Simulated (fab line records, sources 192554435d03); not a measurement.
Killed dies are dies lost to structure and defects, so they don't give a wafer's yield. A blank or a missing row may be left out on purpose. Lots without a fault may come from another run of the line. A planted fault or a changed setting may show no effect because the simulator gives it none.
fab line records | flow n5_finfet
record lots=5 wafers=15 last_day=16
route steps=1938 shown BEOL_M1@804
lots that met no fault: from a run of the same line without faults
start_h: hours from the record's first day to the start of the lot's first wafer shown | wait_h: hours since the lot's step before | " the same as in the row above | L1.1+2: a row that stands for several wafers | - no value, or no start given | * or withheld: withheld | < > ~ a bound
route shown NAME@n: a module of which the file shows steps, and the number in the route of the first | usual: mean/standard deviation of fault-free wafers | same: alike in all rows | chamber/n: place in a boat | sites: the reading at each site | _std_site: their standard deviation | _edge_site: outer sites' mean less inner sites' | radius_mm: how far each site lies from the wafer's centre | mask NAME#n: copy n | behind: the tool/chamber that last shaped the wafer | hold: why the lot was held/for how many hours/how that ended | device: the transistor (n, p or np) that didn't switch | end of line: the same wafers' tests at the end of the route | a step without rows: its recipe alone | killed: dies lost to structure and defects at the first sort, not the wafer's yield | map: a wafer's dies, x killed, . not, _ none there
set.NAME: the setting as run; set.NAME@STEP: as run at that earlier step | model.NAME: the simulator's own value behind a step, which no gauge read
lots at some steps of the route; a table a step, a row a wafer
services: from which hour (start_h, from the record's first day; less than 0 if before it) a tool's chamber was out of use, for how many hours, and why
## steps
# step N5_BEOL_M1_HM_STRIP_39
# recipe chemistry=peroxide_tin_strip material=TiN target_depth_a=250 temp_c=50 time_s=158
# columns lot.wafer tool chamber start_h wait_h
L077.3+4+6 wet_bench-05 0,7,4 142.08 0.0
L083.1+2+6 wet_bench-04 2,3,7 184.93 0.0
L087.1+2+3 wet_bench-04 1,7,4 207.05 0.0
L088.1+3+5 wet_bench-05 3,1,5 208.75 0.0
L095.1+4+6 wet_bench-01 6,5,0 261.62 0.0
# step N5_BEOL_M1_SRD_40
# recipe time_s=30 temp_c=23 rinse_liquid=diw dry=ipa_marangoni
# columns lot.wafer tool chamber start_h wait_h
L077.3+4+6 wet_bench-05 0,7,4 142.13 0.0
L083.1+2+6 wet_bench-04 2,3,7 184.98 0.0
L087.1+2+3 wet_bench-04 1,7,4 207.10 0.0
L088.1+3+5 wet_bench-05 3,1,5 208.80 0.0
L095.1+4+6 wet_bench-01 6,5,0 261.66 0.0
# step N5_BEOL_M1_PRECLEAN_42
# recipe chemistry=residue_remover time_s=60 temp_c=40
# columns lot.wafer tool chamber start_h wait_h
L077.3+4+6 wet_bench-05 0,7,4 142.15 0.0
L083.1+2+6 wet_bench-04 2,3,7 185.00 0.0
L087.1+2+3 wet_bench-04 1,7,4 207.12 0.0
L088.1+3+5 wet_bench-05 3,1,5 208.82 0.0
L095.1+4+6 wet_bench-01 6,5,0 261.68 0.0
# step N5_BEOL_M1_SRD_43
# recipe time_s=30 temp_c=23 rinse_liquid=diw dry=ipa_marangoni
# columns lot.wafer tool chamber start_h wait_h
L077.3+4+6 wet_bench-05 0,7,4 142.16 0.0
L083.1+2+6 wet_bench-04 2,3,7 185.02 0.0
L087.1+2+3 wet_bench-04 1,7,4 207.13 0.0
L088.1+3+5 wet_bench-05 3,1,5 208.83 0.0
L095.1+4+6 wet_bench-01 6,5,0 261.70 0.0
# step N5_BEOL_M1_CD_MEAS_35
# recipe target_cd_nm=18 target_cd_y_nm=21 polarity=opening
# usual cd_nm=18.1/0.35
# columns lot.wafer tool chamber start_h wait_h cd_nm
L077.3 cd_sem-03 - 142.21 0.0 17.9
L077.4 " - " " 18.0
L077.6 " - " " 18.2
L083.1 cd_sem-03 - 185.06 0.0 18.5
L083.2 " - " " 18.3
L083.6 " - " " 18.0
L087.1 cd_sem-02 - 207.17 0.0 18.2
L087.2 " - " " 17.5
L087.3 " - " " 17.9
L088.1 cd_sem-03 - 208.87 0.0 18.4
L088.3 " - " " 18.9
L088.5 " - " " 18.1
L095.1 cd_sem-03 - 261.73 0.0 17.7
L095.4 " - " " 18.1
L095.6 " - " " 18.0
# step N5_BEOL_M1_DEGAS_44
# recipe ambient=vacuum temp_c=250 time_s=60
# usual heater_power_w=321/35
# columns lot.wafer tool chamber start_h wait_h heater_power_w
L077.3 pvd_sputter-01 - 142.42 0.2 306
L077.4 " - " " 303
L077.6 " - " " 305
L083.1 pvd_sputter-01 - 185.23 0.2 293
L083.2 " - " " 374
L083.6 " - " " 306
L087.1 pvd_sputter-03 - 207.81 0.6 327
L087.2 " - " " 258
L087.3 " - " " 298
L088.1 pvd_sputter-01 - 209.17 0.3 362
L088.3 " - " " 302
L088.5 " - " " 372
L095.1 pvd_sputter-02 - 262.13 0.4 351
L095.4 " - " " 297
L095.6 " - " " 304
# step N5_BEOL_M1_PRE_CLEAN_45
# recipe gas=H2/He time_s=30 temp_c=250
# usual heater_power_w=321/35
# columns lot.wafer tool chamber start_h wait_h heater_power_w
L077.3 pvd_sputter-01 - 142.46 0.0 302
L077.4 " - " " 305
L077.6 " - " " 305
L083.1 pvd_sputter-01 - 185.27 0.0 307
L083.2 " - " " 386
L083.6 " - " " 306
L087.1 pvd_sputter-03 - 207.85 0.0 330
L087.2 " - " " 264
L087.3 " - " " 303
L088.1 pvd_sputter-01 - 209.21 0.0 352
L088.3 " - " " 303
L088.5 " - " " 375
L095.1 pvd_sputter-02 - 262.17 0.0 352
L095.4 " - " " 298
L095.6 " - " " 299
# step N5_BEOL_M1_ALD_84
# recipe material=TaN target_thk_a=* temp_c=275 ald_precursor_family=PDMAT ald_co_reactant=NH3 pressure_torr=3 carrier_flow_sccm=1500 pulse_time_s=2 purge_time_s=3 co_reactant_purge_time_s=2 co_reactant_pulse_time_s=3 ald_cycles=30 precursor_vessel_temp_c=75 precursor_vessel_pressure_torr=26.25 precursor_vessel_carrier_sccm=1000
# usual heater_power_w=403/34
# columns lot.wafer tool chamber start_h wait_h heater_power_w
L077.3 ald_metal-04 2 142.52 0.0 465
L077.4 " 0 " " 432
L077.6 " 0 " " 427
L083.1 ald_metal-02 2 185.33 0.0 380
L083.2 " 1 " " 429
L083.6 " 0 " " 385
L087.1 ald_metal-02 2 207.91 0.0 393
L087.2 " 3 " " 374
L087.3 " 1 " " 425
L088.1 ald_metal-04 3 209.27 0.0 370
L088.3 " 0 " " 431
L088.5 " 3 " " 385
L095.1 ald_metal-04 1 262.23 0.0 429
L095.4 " 2 " " 482
L095.6 " 1 " " 422
# step N5_BEOL_M1_SURFACE_TREAT_85
# recipe gas=Ar time_s=* ion_energy_ev=* ion_current_ma_cm2=0.5 pressure_mtorr=* ar_flow_sccm=30
# usual throttle_valve_pct=*
# columns lot.wafer tool chamber start_h wait_h throttle_valve_pct
L077.3 pvd_sputter-02 - 142.85 0.2 *
L077.4 " - " " *
L077.6 " - " " *
L083.1 pvd_sputter-01 - 185.56 0.1 *
L083.2 " - " " *
L083.6 " - " " *
L087.1 pvd_sputter-03 - 208.29 0.3 *
L087.2 " - " " *
L087.3 " - " " *
L088.1 pvd_sputter-02 - 209.63 0.3 *
L088.3 " - " " *
L088.5 " - " " *
L095.1 pvd_sputter-03 - 262.50 0.2 *
L095.4 " - " " *
L095.6 " - " " *
# step N5_BEOL_M1_CVD_47
# recipe material=Co target_thk_a=30 temp_c=withheld precursor=CCTBA/H2 pressure_torr=30 time_s=223.8
# columns lot.wafer tool chamber start_h wait_h
L077.3+4+6 cvd_co-01 0,0,2 142.92 0.1
L083.1+2+6 cvd_co-02 1,2,0 185.64 0.1
L087.1+2+3 cvd_co-02 0,1,2 208.45 0.1
L088.1+3+5 cvd_co-02 0,2,1 209.92 0.3
L095.1+4+6 cvd_co-02 1,0,1 262.65 0.1
# step N5_BEOL_M1_SPUTTER_48
# recipe material=Cu target_thk_a=45 temp_c=-20 chamber_pressure_pa=0.07 power_w=withheld time_s=8.29
# usual chamber_pressure_pa=0.07/0.00014 throttle_valve_pct=29.8/0.99
# columns lot.wafer tool chamber start_h wait_h chamber_pressure_pa throttle_valve_pct
L077.3 pvd_sputter-01 - 143.09 0.1 0.0701 31.0
L077.4 " - " " 0.07009 30.5
L077.6 " - " " 0.06998 28.1
L083.1 pvd_sputter-01 - 185.80 0.1 0.06992 28.0
L083.2 " - " " 0.06988 30.9
L083.6 " - " " 0.06989 31.0
L087.1 pvd_sputter-03 - 208.61 0.1 0.07009 30.0
L087.2 " - " " 0.07008 30.0
L087.3 " - " " 0.06999 29.3
L088.1 pvd_sputter-03 - 210.45 0.5 0.07012 30.7
L088.3 " - " " 0.06996 29.2
L088.5 " - " " 0.06989 29.4
L095.1 pvd_sputter-03 - 262.86 0.1 0.06991 30.1
L095.4 " - " " 0.06996 30.7
L095.6 " - " " 0.07012 29.2
# step N5_BEOL_M1_ANNEAL_49
# recipe temp_c=400 time_s=240 ambient=vacuum
# usual heater_power_w=815/76
# columns lot.wafer tool chamber start_h wait_h heater_power_w
L077.3 pvd_sputter-01 - 143.17 0.0 867
L077.4 " - " " 758
L077.6 " - " " 798
L083.1 pvd_sputter-01 - 185.88 0.0 787
L083.2 " - " " 912
L083.6 " - " " 760
L087.1 pvd_sputter-03 - 208.69 0.0 640
L087.2 " - " " 838
L087.3 " - " " 895
L088.1 pvd_sputter-03 - 210.53 0.0 758
L088.3 " - " " 848
L088.5 " - " " 866
L095.1 pvd_sputter-03 - 262.94 0.0 815
L095.4 " - " " 742
L095.6 " - " " 871
# step N5_BEOL_M1_SPUTTER_79
# recipe material=Cu target_thk_a=45 temp_c=-20 chamber_pressure_pa=0.07 power_w=withheld time_s=8.29
# usual chamber_pressure_pa=0.07/0.00017 throttle_valve_pct=29.8/0.99
# columns lot.wafer tool chamber start_h wait_h chamber_pressure_pa throttle_valve_pct
L077.3 pvd_sputter-01 - 143.31 0.1 0.07025 30.6
L077.4 " - " " 0.0699 30.7
L077.6 " - " " 0.07 28.2
L083.1 pvd_sputter-01 - 186.02 0.1 0.06969 27.8
L083.2 " - " " 0.06991 31.1
L083.6 " - " " 0.07012 30.8
L087.1 pvd_sputter-03 - 208.83 0.1 0.06976 30.3
L087.2 " - " " 0.06985 29.9
L087.3 " - " " 0.07021 29.2
L088.1 pvd_sputter-03 - 210.67 0.1 0.07003 30.7
L088.3 " - " " 0.07016 29.5
L088.5 " - " " 0.07018 29.3
L095.1 pvd_sputter-03 - 263.08 0.1 0.07012 29.8
L095.4 " - " " 0.07006 30.5
L095.6 " - " " 0.06996 29.4
# step N5_BEOL_M1_ANNEAL_80
# recipe temp_c=400 time_s=240 ambient=vacuum
# usual heater_power_w=815/76
# columns lot.wafer tool chamber start_h wait_h heater_power_w
L077.3 pvd_sputter-01 - 143.39 0.0 909
L077.4 " - " " 767
L077.6 " - " " 772
L083.1 pvd_sputter-01 - 186.10 0.0 773
L083.2 " - " " 897
L083.6 " - " " 754
L087.1 pvd_sputter-03 - 208.91 0.0 644
L087.2 " - " " 821
L087.3 " - " " 899
L088.1 pvd_sputter-03 - 210.75 0.0 762
L088.3 " - " " 878
L088.5 " - " " 897
L095.1 pvd_sputter-03 - 263.16 0.0 819
L095.4 " - " " 748
L095.6 " - " " 867
# step N5_BEOL_M1_SPUTTER_81
# recipe material=Cu target_thk_a=45 temp_c=-20 chamber_pressure_pa=0.07 power_w=withheld time_s=8.29
# usual chamber_pressure_pa=0.07/0.00013 throttle_valve_pct=29.8/1
# columns lot.wafer tool chamber start_h wait_h chamber_pressure_pa throttle_valve_pct
L077.3 pvd_sputter-01 - 143.53 0.1 0.06992 30.9
L077.4 " - " " 0.06995 30.5
L077.6 " - " " 0.06992 28.1
L083.1 pvd_sputter-01 - 186.24 0.1 0.0701 28.0
L083.2 " - " " 0.0699 30.9
L083.6 " - " " 0.07008 30.9
L087.1 pvd_sputter-03 - 209.05 0.1 0.06991 30.2
L087.2 " - " " 0.07014 29.9
L087.3 " - " " 0.07009 29.2
L088.1 pvd_sputter-03 - 210.89 0.1 0.07032 30.5
L088.3 " - " " 0.06981 29.4
L088.5 " - " " 0.06981 29.2
L095.1 pvd_sputter-03 - 263.30 0.1 0.07012 30.1
L095.4 " - " " 0.07006 30.6
L095.6 " - " " 0.06998 29.1
# step N5_BEOL_M1_ANNEAL_82
# recipe temp_c=400 time_s=240 ambient=vacuum
# usual heater_power_w=816/77
# columns lot.wafer tool chamber start_h wait_h heater_power_w
L077.3 pvd_sputter-01 - 143.61 0.0 912
L077.4 " - " " 771
L077.6 " - " " 772
L083.1 pvd_sputter-01 - 186.32 0.0 780
L083.2 " - " " 910
L083.6 " - " " 757
L087.1 pvd_sputter-03 - 209.13 0.0 630
L087.2 " - " " 824
L087.3 " - " " 867
L088.1 pvd_sputter-03 - 210.97 0.0 742
L088.3 " - " " 870
L088.5 " - " " 872
L095.1 pvd_sputter-03 - 263.38 0.0 814
L095.4 " - " " 757
L095.6 " - " " 883
# step N5_BEOL_M1_SPUTTER_86
# recipe material=Cu target_thk_a=45 temp_c=-20 chamber_pressure_pa=0.07 power_w=withheld time_s=8.29
# usual chamber_pressure_pa=0.07001/0.00014 throttle_valve_pct=29.8/1
# columns lot.wafer tool chamber start_h wait_h chamber_pressure_pa throttle_valve_pct
L077.3 pvd_sputter-01 - 143.75 0.1 0.07003 30.8
L077.4 " - " " 0.0701 30.7
L077.6 " - " " 0.07006 27.8
L083.1 pvd_sputter-01 - 186.46 0.1 0.06981 28.2
L083.2 " - " " 0.06999 30.9
L083.6 " - " " 0.07009 30.6
L087.1 pvd_sputter-03 - 209.27 0.1 0.0701 29.9
L087.2 " - " " 0.07018 30.1
L087.3 " - " " 0.06992 29.1
L088.1 pvd_sputter-03 - 211.11 0.1 0.06993 30.7
L088.3 " - " " 0.07019 29.1
L088.5 " - " " 0.07011 29.4
L095.1 pvd_sputter-03 - 263.52 0.1 0.0696 30.1
L095.4 " - " " 0.07009 30.8
L095.6 " - " " 0.06983 29.0
# step N5_BEOL_M1_ANNEAL_87
# recipe temp_c=400 time_s=240 ambient=vacuum
# usual heater_power_w=814/76
# columns lot.wafer tool chamber start_h wait_h heater_power_w
L077.3 pvd_sputter-01 - 143.83 0.0 905
L077.4 " - " " 752
L077.6 " - " " 782
L083.1 pvd_sputter-01 - 186.54 0.0 775
L083.2 " - " " 904
L083.6 " - " " 780
L087.1 pvd_sputter-03 - 209.35 0.0 643
L087.2 " - " " 834
L087.3 " - " " 877
L088.1 pvd_sputter-03 - 211.19 0.0 749
L088.3 " - " " 882
L088.5 " - " " 884
L095.1 pvd_sputter-03 - 263.60 0.0 808
L095.4 " - " " 756
L095.6 " - " " 890
# step N5_BEOL_M1_SPUTTER_88
# recipe material=Cu target_thk_a=45 temp_c=-20 chamber_pressure_pa=0.07 power_w=withheld time_s=8.29
# usual chamber_pressure_pa=0.06999/0.00015 throttle_valve_pct=29.8/1
# columns lot.wafer tool chamber start_h wait_h chamber_pressure_pa throttle_valve_pct
L077.3 pvd_sputter-01 - 143.97 0.1 0.06966 30.8
L077.4 " - " " 0.07003 30.6
L077.6 " - " " 0.06997 27.9
L083.1 pvd_sputter-01 - 186.68 0.1 0.06976 27.8
L083.2 " - " " 0.07025 31.1
L083.6 " - " " 0.07001 30.7
L087.1 pvd_sputter-03 - 209.49 0.1 0.06994 30.1
L087.2 " - " " 0.06999 30.1
L087.3 " - " " 0.07013 29.2
L088.1 pvd_sputter-03 - 211.33 0.1 0.06989 30.6
L088.3 " - " " 0.06997 29.2
L088.5 " - " " 0.06999 29.0
L095.1 pvd_sputter-03 - 263.74 0.1 0.07036 29.9
L095.4 " - " " 0.06998 30.6
L095.6 " - " " 0.06993 29.4
# step N5_BEOL_M1_ANNEAL_89
# recipe temp_c=400 time_s=240 ambient=vacuum
# usual heater_power_w=815/78
# columns lot.wafer tool chamber start_h wait_h heater_power_w
L077.3 pvd_sputter-01 - 144.05 0.0 901
L077.4 " - " " 771
L077.6 " - " " 763
L083.1 pvd_sputter-01 - 186.76 0.0 769
L083.2 " - " " 907
L083.6 " - " " 743
L087.1 pvd_sputter-03 - 209.57 0.0 655
L087.2 " - " " 818
L087.3 " - " " 872
L088.1 pvd_sputter-03 - 211.41 0.0 750
L088.3 " - " " 896
L088.5 " - " " 879
L095.1 pvd_sputter-03 - 263.82 0.0 800
L095.4 " - " " 740
L095.6 " - " " 884
# step N5_BEOL_M1_SPUTTER_90
# recipe material=Cu target_thk_a=45 temp_c=-20 chamber_pressure_pa=0.07 power_w=withheld time_s=8.29
# usual chamber_pressure_pa=0.07001/0.00014 throttle_valve_pct=29.8/0.99
# columns lot.wafer tool chamber start_h wait_h chamber_pressure_pa throttle_valve_pct
L077.3 pvd_sputter-01 - 144.19 0.1 0.07008 30.9
L077.4 " - " " 0.07005 30.9
L077.6 " - " " 0.07004 28.1
L083.1 pvd_sputter-01 - 186.90 0.1 0.07011 28.1
L083.2 " - " " 0.0702 31.0
L083.6 " - " " 0.07009 30.4
L087.1 pvd_sputter-03 - 209.71 0.1 0.07015 30.4
L087.2 " - " " 0.07029 30.0
L087.3 " - " " 0.07017 29.5
L088.1 pvd_sputter-03 - 211.55 0.1 0.06994 30.9
L088.3 " - " " 0.06981 29.2
L088.5 " - " " 0.07018 29.0
L095.1 pvd_sputter-03 - 263.96 0.1 0.07003 30.2
L095.4 " - " " 0.06988 30.7
L095.6 " - " " 0.07013 29.3
# step N5_BEOL_M1_ANNEAL_91
# recipe temp_c=400 time_s=240 ambient=vacuum
# usual heater_power_w=816/78
# columns lot.wafer tool chamber start_h wait_h heater_power_w
L077.3 pvd_sputter-01 - 144.27 0.0 880
L077.4 " - " " 757
L077.6 " - " " 760
L083.1 pvd_sputter-01 - 186.98 0.0 781
L083.2 " - " " 922
L083.6 " - " " 763
L087.1 pvd_sputter-03 - 209.79 0.0 648
L087.2 " - " " 811
L087.3 " - " " 893
L088.1 pvd_sputter-03 - 211.63 0.0 770
L088.3 " - " " 875
L088.5 " - " " 870
L095.1 pvd_sputter-03 - 264.04 0.0 829
L095.4 " - " " 731
L095.6 " - " " 891
# step N5_BEOL_M1_SPUTTER_92
# recipe material=Cu target_thk_a=45 temp_c=-20 chamber_pressure_pa=0.07 power_w=withheld time_s=8.29
# usual chamber_pressure_pa=0.06999/0.00014 throttle_valve_pct=29.8/1
# columns lot.wafer tool chamber start_h wait_h chamber_pressure_pa throttle_valve_pct
L077.3 pvd_sputter-01 - 144.41 0.1 0.06986 30.8
L077.4 " - " " 0.07005 30.5
L077.6 " - " " 0.06995 28.1
L083.1 pvd_sputter-01 - 187.12 0.1 0.07 27.9
L083.2 " - " " 0.06983 30.8
L083.6 " - " " 0.06998 30.5
L087.1 pvd_sputter-03 - 209.93 0.1 0.07005 30.2
L087.2 " - " " 0.06985 30.0
L087.3 " - " " 0.07007 28.9
L088.1 pvd_sputter-03 - 211.77 0.1 0.06998 30.4
L088.3 " - " " 0.06994 29.2
L088.5 " - " " 0.06996 29.0
L095.1 pvd_sputter-03 - 264.18 0.1 0.06976 30.0
L095.4 " - " " 0.06997 30.8
L095.6 " - " " 0.07002 29.1
# step N5_BEOL_M1_ANNEAL_93
# recipe temp_c=400 time_s=240 ambient=vacuum
# usual heater_power_w=815/76
# columns lot.wafer tool chamber start_h wait_h heater_power_w
L077.3 pvd_sputter-01 - 144.49 0.0 906
L077.4 " - " " 778
L077.6 " - " " 777
L083.1 pvd_sputter-01 - 187.20 0.0 772
L083.2 " - " " 884
L083.6 " - " " 755
L087.1 pvd_sputter-03 - 210.01 0.0 633
L087.2 " - " " 825
L087.3 " - " " 901
L088.1 pvd_sputter-03 - 211.85 0.0 733
L088.3 " - " " 881
L088.5 " - " " 875
L095.1 pvd_sputter-03 - 264.26 0.0 820
L095.4 " - " " 745
L095.6 " - " " 854
# step N5_BEOL_M1_SPUTTER_94
# recipe material=Cu target_thk_a=45 temp_c=-20 chamber_pressure_pa=0.07 power_w=withheld time_s=8.29
# usual chamber_pressure_pa=0.07002/0.00013 throttle_valve_pct=29.8/1
# columns lot.wafer tool chamber start_h wait_h chamber_pressure_pa throttle_valve_pct
L077.3 pvd_sputter-01 - 144.63 0.1 0.06988 30.9
L077.4 " - " " 0.07015 30.3
L077.6 " - " " 0.07007 27.9
L083.1 pvd_sputter-01 - 187.34 0.1 0.07013 27.7
L083.2 " - " " 0.06992 30.8
L083.6 " - " " 0.07027 30.6
L087.1 pvd_sputter-03 - 210.15 0.1 0.07015 30.0
L087.2 " - " " 0.06988 30.1
L087.3 " - " " 0.06986 29.4
L088.1 pvd_sputter-03 - 211.99 0.1 0.07003 30.6
L088.3 " - " " 0.06987 29.0
L088.5 " - " " 0.06994 29.4
L095.1 pvd_sputter-03 - 264.40 0.1 0.07009 30.0
L095.4 " - " " 0.07005 30.5
L095.6 " - " " 0.07015 29.2
# step N5_BEOL_M1_ANNEAL_95
# recipe temp_c=400 time_s=240 ambient=vacuum
# usual heater_power_w=813/76
# columns lot.wafer tool chamber start_h wait_h heater_power_w
L077.3 pvd_sputter-01 - 144.71 0.0 903
L077.4 " - " " 782
L077.6 " - " " 788
L083.1 pvd_sputter-01 - 187.42 0.0 783
L083.2 " - " " 891
L083.6 " - " " 752
L087.1 pvd_sputter-03 - 210.23 0.0 651
L087.2 " - " " 805
L087.3 " - " " 884
L088.1 pvd_sputter-03 - 212.07 0.0 724
L088.3 " - " " 843
L088.5 " - " " 902
L095.1 pvd_sputter-03 - 264.48 0.0 794
L095.4 " - " " 759
L095.6 " - " " 880
# step N5_BEOL_M1_SPUTTER_96
# recipe material=Cu target_thk_a=45 temp_c=-20 chamber_pressure_pa=0.07 power_w=withheld time_s=8.29
# usual chamber_pressure_pa=0.06998/0.00015 throttle_valve_pct=29.8/1
# columns lot.wafer tool chamber start_h wait_h chamber_pressure_pa throttle_valve_pct
L077.3 pvd_sputter-01 - 144.85 0.1 0.0699 30.7
L077.4 " - " " 0.06988 30.7
L077.6 " - " " 0.07002 28.0
L083.1 pvd_sputter-01 - 187.56 0.1 0.06998 27.8
L083.2 " - " " 0.07018 30.8
L083.6 " - " " 0.07027 30.6
L087.1 pvd_sputter-03 - 210.37 0.1 0.06992 30.0
L087.2 " - " " 0.06991 30.0
L087.3 " - " " 0.06982 29.2
L088.1 pvd_sputter-03 - 212.21 0.1 0.07015 30.4
L088.3 " - " " 0.07021 29.3
L088.5 " - " " 0.07028 29.4
L095.1 pvd_sputter-03 - 264.62 0.1 0.06984 30.1
L095.4 " - " " 0.0698 30.5
L095.6 " - " " 0.06991 29.2
# step N5_BEOL_M1_ECD_50
# recipe material=Cu target_thk_a=3000
# columns lot.wafer tool chamber start_h wait_h
L077.3+4+6 ecd_cu-01 1,0,0 144.99 0.1
L083.1+2+6 ecd_cu-01 1,0,1 187.67 0.1
L087.1+2+3 ecd_cu-02 1,0,1 210.48 0.1
L088.1+3+5 ecd_cu-01 0,0,1 212.32 0.1
L095.1+4+6 ecd_cu-01 0 264.74 0.1
# step N5_BEOL_M1_ANNEAL_51
# recipe temp_c=225 time_s=90 ambient=N2
# usual anneal_temp_c=225.00/0.16 anneal_temp_c_max=225.9/0.31 wafer_temp_C_max=226.0/0.53
# columns lot.wafer tool chamber start_h wait_h anneal_temp_c anneal_temp_c_max wafer_temp_C_max
L077.3 rtp_anneal-01 0 145.14 0.1 225.02 226.1 226.8
L077.4 " 0 " " 224.86 226.1 226.7
L077.6 " 0 " " 225.27 226.1 226.4
L083.1 rtp_anneal-02 0 187.79 0.1 224.98 225.7 225.9
L083.2 " 0 " " 224.85 225.5 225.7
L083.6 " 0 " " 224.97 225.5 225.4
L087.1 rtp_anneal-02 0 210.56 0.1 225.01 225.5 225.7
L087.2 " 0 " " 225.12 226.0 225.3
L087.3 " 0 " " 224.95 225.6 225.5
L088.1 rtp_anneal-02 0 212.40 0.1 225.00 225.8 225.8
L088.3 " 0 " " 225.08 225.8 225.6
L088.5 " 0 " " 225.00 225.8 225.4
L095.1 rtp_anneal-02 0 264.82 0.1 225.16 225.7 225.7
L095.4 " 0 " " 224.93 225.6 225.6
L095.6 " 0 " " 225.20 225.8 225.9
# step N5_BEOL_M1_CMP_52
# recipe stop_on=SiOC t_overpolish_s=6.8 down_force_psi=1 platen_rpm=50 clearing_platen_down_force_psi=1.5 clearing_platen_rpm=50 post_cmp_clean=cu_alkaline target_thk_nm=40 clearing_platen_pad_velocity_m_s=0.99484 pad_velocity_m_s=0.99484
# usual barrier_field_endpoint_s=24.6/0.62 motor_current_A=6.0/0.41 overpolish_run_s=6.801/0.01 retaining_ring_pressure_frac=1.000/0.0054 time_to_endpoint_s=62/3.5
# columns lot.wafer tool chamber start_h wait_h barrier_field_endpoint_s motor_current_A overpolish_run_s retaining_ring_pressure_frac time_to_endpoint_s
L077.4 cmp-02 0 145.34 0.1 25.1 6.2 6.797 0.991 67
L077.3 " 2 " " 24.9 6.4 6.796 0.995 66
L077.6 " 1 " " 24.7 6.8 6.802 1.003 68
L083.2 cmp-04 0 188.09 0.2 24.4 6.8 6.788 1.000 60
L083.1 " 2 " " 23.7 6.0 6.787 1.003 60
L083.6 " 0 " " 24.4 6.4 6.797 0.996 64
L087.2 cmp-02 3 211.34 0.7 24.8 5.9 6.808 0.993 61
L087.3 " 1 " " 24.7 6.5 6.801 1.001 65
L087.1 " 2 " " 24.8 6.6 6.802 1.002 64
L088.1 cmp-03 3 212.70 0.3 25.4 5.5 6.796 1.002 63
L088.3 " 1 " " 25.0 6.1 6.806 1.003 64
L088.5 " 3 " " 24.2 5.2 6.804 1.001 64
L095.4 cmp-04 2 265.21 0.2 24.1 6.2 6.804 0.992 62
L095.1 " 3 " " 23.7 5.4 6.827 1.002 64
L095.6 " 1 " " 23.4 5.6 6.795 1.000 58
# step N5_BEOL_M1_THK_MEAS_53
# recipe thk_meas_gauge=xrf reads=Cu_of_BEOL_M1_ECD_50
# usual M1_THK=40.1/1.7
# columns lot.wafer tool chamber start_h wait_h M1_THK[nm]
L077.3 film_metro-02 - 145.64 - 42.7
L077.4 " - " " 41.3
L077.6 " - " " 43.9
L083.1 film_metro-02 - 188.38 - 37.7
L083.2 " - " " 38.9
L083.6 " - " " 41.5
L087.1 film_metro-01 - 211.63 - 39.5
L087.2 " - " " 38.1
L087.3 " - " " 41.1
L088.1 film_metro-01 - 212.99 - 39.9
L088.3 " - " " 39.4
L088.5 " - " " 40.3
L095.1 film_metro-02 - 265.47 - 41.5
L095.4 " - " " 41.7
L095.6 " - " " 40.6
# step N5_BEOL_M1_PRE_CLEAN_60
# recipe gas=NH3/H2 time_s=15 temp_c=* rf_power_w=300
# usual heater_power_w=87/11
# columns lot.wafer tool chamber start_h wait_h heater_power_w
L077.3 cvd_co-02 1 145.68 0.0 96
L077.4 " 2 " " 88
L077.6 " 0 " " 96
L083.1 cvd_co-02 2 188.42 0.0 88
L083.2 " 1 " " 99
L083.6 " 0 " " 96
L087.1 cvd_co-02 1 211.67 0.0 99
L087.2 " 0 " " 96
L087.3 " 2 " " 91
L088.1 cvd_co-02 1 213.03 0.0 96
L088.3 " 0 " " 96
L088.5 " 0 " " 98
L095.1 cvd_co-02 1 265.50 0.0 96
L095.4 " 2 " " 90
L095.6 " 0 " " 99
# step N5_BEOL_M1_CO_CAP_55
# recipe material=Co target_thk_a=20 temp_c=200 precursor=CCTBA/H2 pressure_torr=30 time_s=102.1
# usual heater_power_w=239/15
# columns lot.wafer tool chamber start_h wait_h heater_power_w
L077.3 cvd_co-02 1 145.72 0.0 248
L077.4 " 2 " " 240
L077.6 " 0 " " 250
L083.1 cvd_co-02 2 188.46 0.0 246
L083.2 " 1 " " 249
L083.6 " 0 " " 257
L087.1 cvd_co-02 1 211.71 0.0 252
L087.2 " 0 " " 255
L087.3 " 2 " " 237
L088.1 cvd_co-02 1 213.07 0.0 250
L088.3 " 0 " " 247
L088.5 " 0 " " 249
L095.1 cvd_co-02 1 265.54 0.0 259
L095.4 " 2 " " 241
L095.6 " 0 " " 255
# step N5_BEOL_M1_PRE_CLEAN_56
# recipe gas=NH3 time_s=15 temp_c=withheld rf_power_w=300
# columns lot.wafer tool chamber start_h wait_h
L077.3+4+6 pecvd-03 1,2,1 145.81 0.1
L083.1+2+6 pecvd-02 1,2,0 188.55 0.1
L087.1+2+3 pecvd-03 2,0,1 211.80 0.1
L088.1+3+5 pecvd-01 2,1,1 213.18 0.1
L095.1+4+6 pecvd-03 2,1,0 265.64 0.1
# step N5_BEOL_M1_DEP_57
# recipe material=SiCN target_thk_a=80 temp_c=withheld precursor=3MS/NH3 pressure_torr=3 rf_w=202 time_s=14
# usual showerhead_plenum_p_Torr=3.662/0.017 throttle_valve_pct=8.9/0.47
# columns lot.wafer tool chamber start_h wait_h showerhead_plenum_p_Torr throttle_valve_pct
L077.3 pecvd-03 1 145.83 0.0 3.668 9.4
L077.4 " 2 " " 3.643 9.3
L077.6 " 1 " " 3.676 9.8
L083.1 pecvd-02 1 188.58 0.0 3.654 9.4
L083.2 " 2 " " 3.643 8.1
L083.6 " 0 " " 3.655 8.7
L087.1 pecvd-03 2 211.83 0.0 3.637 9.0
L087.2 " 0 " " 3.679 8.9
L087.3 " 1 " " 3.676 9.4
L088.1 pecvd-01 2 213.20 0.0 3.660 8.6
L088.3 " 1 " " 3.671 9.0
L088.5 " 1 " " 3.672 9.2
L095.1 pecvd-03 2 265.66 0.0 3.645 9.1
L095.4 " 1 " " 3.684 9.3
L095.6 " 0 " " 3.692 8.6
## services
# columns tool chamber start_h hours kind
pecvd-02 2 124.07 2.3 repair
cmp-04 - 128.42 0.5 repair
pvd_sputter-01 - 129.27 6.9 repair
ecd_cu-02 - 131.93 6.0 pm
ald_metal-02 - 142.73 2.8 pm
cmp-03 - 152.68 4.0 pm
cvd_co-02 - 154.10 6.9 pm
pvd_sputter-01 - 161.78 0.8 repair
wet_bench-05 - 168.33 5.9 repair
cvd_co-01 - 171.84 39.5 repair
wet_bench-01 - 178.81 6.6 repair
ald_metal-04 - 181.93 6.0 pm
cmp-03 - 192.87 3.3 repair
pecvd-02 1 195.84 18.6 repair
cmp-04 - 209.70 5.9 pm
pecvd-01 1 216.41 5.0 repair
cmp-02 - 220.16 4.0 pm
ald_metal-04 - 225.09 1.3 repair
wet_bench-05 - 231.95 1.6 repair
ald_metal-04 1 236.48 6.2 repair
ecd_cu-02 - 237.28 4.0 repair
cmp-02 - 243.49 2.6 repair
ald_metal-02 2 254.25 10.7 repair
pecvd-03 - 254.60 0.9 repair
## key
fault none
